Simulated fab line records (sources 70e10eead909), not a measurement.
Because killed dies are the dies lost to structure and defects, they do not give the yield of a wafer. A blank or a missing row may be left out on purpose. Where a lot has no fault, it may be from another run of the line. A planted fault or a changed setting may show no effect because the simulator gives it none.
Chamber matching	flow nand_harc	4 sister chambers for NHARC_A_STAIRCASE_DESCUM_443 on rie_diel-05
The step chemistry O2, time 3 s. 16 wafers are shown with their chamber, then 8 later ones without.

WAFERS PAIRED WITH THEIR CHAMBERS
wafer	chamber	showerhead_plenum_p_Torr (Torr)	drypump_motor_current_A (A)	oes_product_au (a.u.)
L075.3	3	1.97	5.0	0.985
L075.4	0	1.84	5.2	0.991
L075.5	3	1.97	5.0	1.000
L076.1	3	1.96	5.0	0.995
L076.2	2	1.90	5.6	1.006
L076.5	2	1.90	5.6	0.994
L082.2	2	1.90	5.6	0.989
L082.3	3	1.96	5.0	0.988
L082.4	1	1.82	6.5	0.996
L085.1	2	1.90	5.7	0.993
L085.4	1	1.82	6.5	0.987
L085.6	0	1.83	5.3	1.011
L089.3	1	1.82	6.5	1.001
L089.4	3	1.95	5.0	0.992
L089.6	1	1.82	6.4	0.998
L090.2	1	1.82	6.5	0.984

SIGNATURES (averages over the wafers above)
reading	chamber 0	chamber 1	chamber 2	chamber 3	scatter within a chamber
showerhead_plenum_p_Torr	1.8350	1.8200	1.9000	1.9620	0.00524
drypump_motor_current_A	5.250	6.480	5.625	5.000	0.0413
oes_product_au	1.00100	0.99320	0.99550	0.99200	0.00771
Rule: for a wafer and a chamber, the distance is found by dividing, reading by reading, the gap between the wafer's reading and the chamber's mean by the reading's scatter, squaring, summing and taking the root. The wafer belongs to the nearest chamber; if the next one is less than 2 further off, it can't be placed. The scatter: take each reading less its chamber's mean, square it, sum over the shown wafers, divide by the number of wafers less the number of chambers, and take the root.

WAFERS WITHOUT THEIR CHAMBER
wafer	showerhead_plenum_p_Torr (Torr)	drypump_motor_current_A (A)	oes_product_au (a.u.)
L090.4	1.83	5.3	0.990
L090.5	1.82	6.5	0.983
L094.1	1.83	5.3	0.988
L094.4	1.89	5.7	0.991
L094.5	1.89	5.7	0.997
L096.2	1.83	5.3	0.978
L096.3	1.95	5.0	0.985
L096.4	1.81	6.4	1.000

EACH ONE'S CHAMBER
wafer	from the rows above	in truth
L090.4	0	0
L090.5	1	1
L094.1	0	0
L094.4	2	2
L094.5	2	2
L096.2	0	0
L096.3	3	3
L096.4	1	1
8 of 8 placed correctly. Not placeable from these rows: 0. Placed wrongly: 0.
